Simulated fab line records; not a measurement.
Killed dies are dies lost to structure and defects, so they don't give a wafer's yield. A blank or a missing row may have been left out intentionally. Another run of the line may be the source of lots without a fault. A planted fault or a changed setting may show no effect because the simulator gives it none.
fab line records    flow n5Finfet    part 2 of 2: steps 25 to 36 of 36
record lots=5  wafers=15  lastDay=19
route steps=1938 shown BEOL_M2@930 BEOL_M3@931
lots that met no fault: taken from a fault-free run of the same line
startH: hours from the record's first day to the start of the lot's first wafer shown    waitH: time in hours since the lot's previous step    " as in the row above    L1.1+2: a single row standing in for several wafers    - value missing, or start not given    * or withheld: withheld    < > ~ a bound
route shown NAME@n: NAME is a module with steps in the file, n the number in the route of the first one    usual: mean/standard deviation taken from wafers without a fault    same: alike in all rows    chamber/n: place in a boat    sites: readings site by site    _std_site: the standard deviation of these    _edge_site: outer sites' mean less inner sites'    radiusMm: how far each site lies from the wafer's centre    mask NAME#n: copy n    behind: tool/chamber where the wafer was last shaped    hold: why the lot went on hold/how many hours it stayed there/how the hold came to an end    device: whichever transistor did not switch (one of n, p or np)    end of line: the tests these same wafers got at the end of their route    step lacking rows: just its recipe    killed: dies that structure and defects cost at the first sort, which is not the same as the wafer's yield    map: a wafer's dies, marking killed ones x, the rest . and places with no die _
set.NAME: the setting that was run; set.NAME@STEP: the one run at that earlier step    model.NAME: the simulator's own value behind a step, which no gauge read
a table for each step, a row for each wafer; lots at some steps of the route
services: from which hour (startH, from the record's first day; less than 0 if before it) a tool's chamber was out of use, for how many hours, and why
## steps
# step N5_BEOL_M3_HM_OPEN_17
# recipe chemistry=Cl2/BCl3  targetDepthA=200  overetchA=60  target=TiN  maskMaterial=SOC  ionEnergyEv=150  pressureMtorr=10  icpW=1000  biasW=126  Cl2_flow_sccm=53.25  bcl3FlowSccm=21.75  Ar_flow_sccm=25
# usual drypumpMotorCurrentA=5.9/0.6  oesProductAu=0.69/0.09  throttleValvePct=22.2/0.41
lot.wafer  tool         chamber  startH  waitH  drypumpMotorCurrentA  oesProductAu  rfHoursCounterH  throttleValvePct
L080.1     rieMetal-03  0        195.31  0.0    6.7                   0.76          8                21.5
L080.2     "            0        "       "      6.8                   0.77          -                21.5
L080.6     "            0        "       "      6.8                   0.77          -                21.5
L081.1     rieMetal-03  0        202.17  0.0    6.8                   0.78          8                21.5
L081.2     "            1        "       "      5.3                   0.86          0                22.3
L081.3     "            0        "       "      6.7                   0.77          -                21.5
L082.3     rieMetal-01  1        204.58  0.1    5.4                   0.73          -                22.3
L082.5     "            1        "       "      5.4                   0.74          -                22.2
L082.6     "            0        "       "      5.8                   0.58          -                22.7
L085.3     rieMetal-03  1        225.42  0.1    5.3                   0.83          -                22.3
L085.4     "            0        "       "      6.7                   0.75          -                21.6
L085.5     "            1        "       "      5.2                   0.83          -                22.3
L097.1     rieMetal-01  1        299.89  0.0    5.4                   0.72          26               22.2
L097.3     "            0        "       "      5.8                   0.58          -                22.7
L097.5     "            1        "       "      5.4                   0.71          -                22.3
# step N5_BEOL_M3_STRIP_19
# recipe chemistry=O2  powerW=400  tempC=40  pressureMtorr=30  rfFrequencyHz=6e+07  biasPowerW=0  overashFraction=0.2  o2FlowSccm=225
# usual drypumpMotorCurrentA=6.0/0.49  oesProductAu=0.75/0.082  rfVppV=3.7/0.47  showerheadPlenumPTorr=2.08/0.064  tempC=39.99/0.11  throttleValvePct=16.70/0.25
lot.wafer  tool        chamber  startH  waitH  drypumpMotorCurrentA  oesProductAu  rfHoursCounterH  rfVppV  showerheadPlenumPTorr  tempC  throttleValvePct
L080.1     rieDiel-06  3        195.51  0.2    5.6                   0.72          172              3.6     2.18                   40.07  16.87
L080.2     "           1        "       "      5.8                   0.77          149              4.1     2.02                   40.12  16.45
L080.6     "           1        "       "      5.7                   0.77          -                3.4     2.02                   39.92  16.47
L081.1     rieDiel-06  1        202.28  0.1    5.8                   0.76          152              4.2     2.02                   40.01  16.48
L081.2     "           0        "       "      6.5                   0.90          39               3.9     2.14                   40.03  16.40
L081.3     "           3        "       "      5.5                   0.73          174              3.6     2.18                   40.15  16.88
L082.3     rieDiel-02  2        204.66  0.1    5.9                   0.70          221              3.4     2.07                   39.92  16.79
L082.5     "           2        "       "      5.8                   0.69          -                3.9     2.07                   39.99  16.79
L082.6     "           3        "       "      6.6                   0.78          -                3.6     2.02                   39.72  16.84
L085.3     rieDiel-06  0        225.60  0.1    6.4                   0.90          47               4.0     2.14                   39.73  16.42
L085.4     "           2        "       "      6.7                   0.69          230              4.1     1.99                   39.97  16.95
L085.5     "           2        "       "      6.7                   0.70          -                4.1     1.99                   40.05  16.95
L097.1     rieDiel-06  1        300.00  0.1    5.8                   0.74          174              3.2     2.01                   39.88  16.50
L097.3     "           0        "       "      6.4                   0.86          64               4.5     2.13                   40.05  16.47
L097.5     "           1        "       "      5.8                   0.74          -                4.0     2.01                   39.99  16.52
# step N5_BEOL_M3_CD_MEAS_18
# recipe pitchNm=36  targetCdNm=18
# usual cdNm=17.9/0.34
lot.wafer  tool      chamber  startH  waitH  cdNm
L080.1     cdSem-01  -        195.58  0.0    18.0
L080.2     "         -        "       "      17.8
L080.6     "         -        "       "      18.2
L081.1     cdSem-01  -        202.35  0.0    17.8
L081.2     "         -        "       "      17.5
L081.3     "         -        "       "      17.2
L082.3     cdSem-02  -        204.73  0.1    17.9
L082.5     "         -        "       "      17.6
L082.6     "         -        "       "      17.9
L085.3     cdSem-03  -        225.67  0.1    17.8
L085.4     "         -        "       "      17.8
L085.5     "         -        "       "      18.5
L097.1     cdSem-02  -        300.07  0.0    17.7
L097.3     "         -        "       "      18.1
L097.5     "         -        "       "      17.5
# step N5_BEOL_M3_COAT_67
# recipe resist=SOC  tempC=250  timeS=60  spinRpm=1500  resistThkNm=60
lot.wafer   tool           chamber  startH  waitH
L080.1+2+6  lithoTrack-01  0        195.61  0.0
L081.1+2+3  lithoTrack-05  0        202.39  0.0
L082.3+5+6  lithoTrack-01  0        204.76  0.0
L085.3+4+5  lithoTrack-04  0        225.71  0.0
L097.1+3+5  lithoTrack-04  0        300.10  0.0
# step N5_BEOL_M3_COAT_68
# recipe resist=SiARC  tempC=220  timeS=60  spinRpm=1500  resistThkNm=12
lot.wafer   tool           chamber  startH  waitH
L080.1+2+6  lithoTrack-01  0        -       -
L081.1+2+3  lithoTrack-05  0        -       -
L082.3+5+6  lithoTrack-01  0        -       -
L085.3+4+5  lithoTrack-04  0        -       -
L097.1+3+5  lithoTrack-04  0        -       -
# step N5_BEOL_M3_COAT_76
# recipe resist=underlayer  tempC=205  timeS=60  spinRpm=1500  resistThkNm=5
lot.wafer   tool           chamber  startH  waitH
L080.1+2+6  lithoTrack-01  0        -       -
L081.1+2+3  lithoTrack-05  0        -       -
L082.3+5+6  lithoTrack-01  0        -       -
L085.3+4+5  lithoTrack-04  0        -       -
L097.1+3+5  lithoTrack-04  0        -       -
# step N5_BEOL_M3_COAT_22
# recipe resist=CAR-EUV  spinRpm=1500  resistThkNm=30
lot.wafer   tool           chamber  startH  waitH
L080.1+2+6  lithoTrack-01  0        -       -
L081.1+2+3  lithoTrack-05  0        -       -
L082.3+5+6  lithoTrack-01  0        -       -
L085.3+4+5  lithoTrack-04  0        -       -
L097.1+3+5  lithoTrack-04  0        -       -
# step N5_BEOL_M3_EBR_24
# recipe solvent=PGMEA  ebrWidthMm=1.5
lot.wafer   tool           chamber  startH  waitH
L080.1+2+6  lithoTrack-01  0        -       -
L081.1+2+3  lithoTrack-05  0        -       -
L082.3+5+6  lithoTrack-01  0        -       -
L085.3+4+5  lithoTrack-04  0        -       -
L097.1+3+5  lithoTrack-04  0        -       -
# step N5_BEOL_M3_SOFTBAKE_23
# recipe tempC=110  timeS=60  resist=CAR-EUV
lot.wafer   tool           chamber  startH  waitH
L080.1+2+6  lithoTrack-01  0        -       -
L081.1+2+3  lithoTrack-05  0        -       -
L082.3+5+6  lithoTrack-01  0        -       -
L085.3+4+5  lithoTrack-04  0        -       -
L097.1+3+5  lithoTrack-04  0        -       -
# step N5_BEOL_M3_EXPOSE_25
# recipe maskId=V2  na=0.33  sourceShape=quasar  sigmaInner=0.2  sigmaOuter=0.8  polarization=unpolarized  defocusNm=5  doseMj=63
# same dipoleOpeningDeg=30
lot.wafer   tool           chamber  startH  waitH  mask
L080.1+2+6  euvScanner-01  0        195.87  -      V2#0
L081.1+2+3  euvScanner-01  0        202.65  -      V2#0
L082.3+5+6  euvScanner-01  0        204.92  -      V2#0
L085.3+4+5  euvScanner-01  0        225.99  -      V2#0
L097.1+3+5  euvScanner-01  0        300.24  -      V2#0
# step N5_BEOL_M3_PEB_26
# recipe pebTempC=100  pebTimeS=60  resist=CAR-EUV
lot.wafer   tool           chamber  startH  waitH
L080.1+2+6  lithoTrack-04  0        195.95  0.1
L081.1+2+3  lithoTrack-04  0        202.73  0.1
L082.3+5+6  lithoTrack-04  0        204.98  0.1
L085.3+4+5  lithoTrack-05  0        226.05  0.1
L097.1+3+5  lithoTrack-04  0        300.32  0.1
# step N5_BEOL_M3_DEVELOP_27
# recipe developTimeS=30  developer=TMAH  resist=CAR-EUV  rinseLiquid=surfactantRinse  dry=airSpin  devTempC=23
lot.wafer   tool           chamber  startH  waitH
L080.1+2+6  lithoTrack-04  0        -       -
L081.1+2+3  lithoTrack-04  0        -       -
L082.3+5+6  lithoTrack-04  0        -       -
L085.3+4+5  lithoTrack-05  0        -       -
L097.1+3+5  lithoTrack-04  0        -       -
## services
tool           chamber  startH  hours  kind
rieMetal-03    1        171.07  -      clean
rieMetal-03    1        171.07  25.3   scheduledDown
rieMetal-03    1        171.07  25.3   ventCycle
pecvd-04       -        173.70  14.6   pm
euvScanner-02  -        196.82  1.0    pm
pecvd-01       0        201.42  29.6   repair
euvScanner-01  0        212.80  -      calibration
rieDiel-06     3        216.58  5.0    repair
euvScanner-01  -        220.93  1.0    pm
euvScanner-01  -        233.55  4.6    pm
rieDiel-06     1        240.99  8.6    repair
pecvd-02       -        247.82  2.8    pm
euvScanner-02  -        252.97  1.0    pm
pecvd-04       1        254.16  2.1    scheduledDown
rieMetal-03    -        256.46  0.9    repair
euvScanner-01  -        267.98  0.5    repair
euvScanner-02  -        268.92  0.3    repair
pecvd-01       1        276.42  5.0    repair
euvScanner-01  -        277.08  1.0    pm
rieMetal-03    -        282.04  1.4    pm
rieDiel-02     2        299.96  -      clean
rieDiel-02     2        299.96  -      consumableReplace:focusRing
rieDiel-02     2        299.96  22.6   scheduledDown
rieDiel-02     2        299.96  22.6   ventCycle
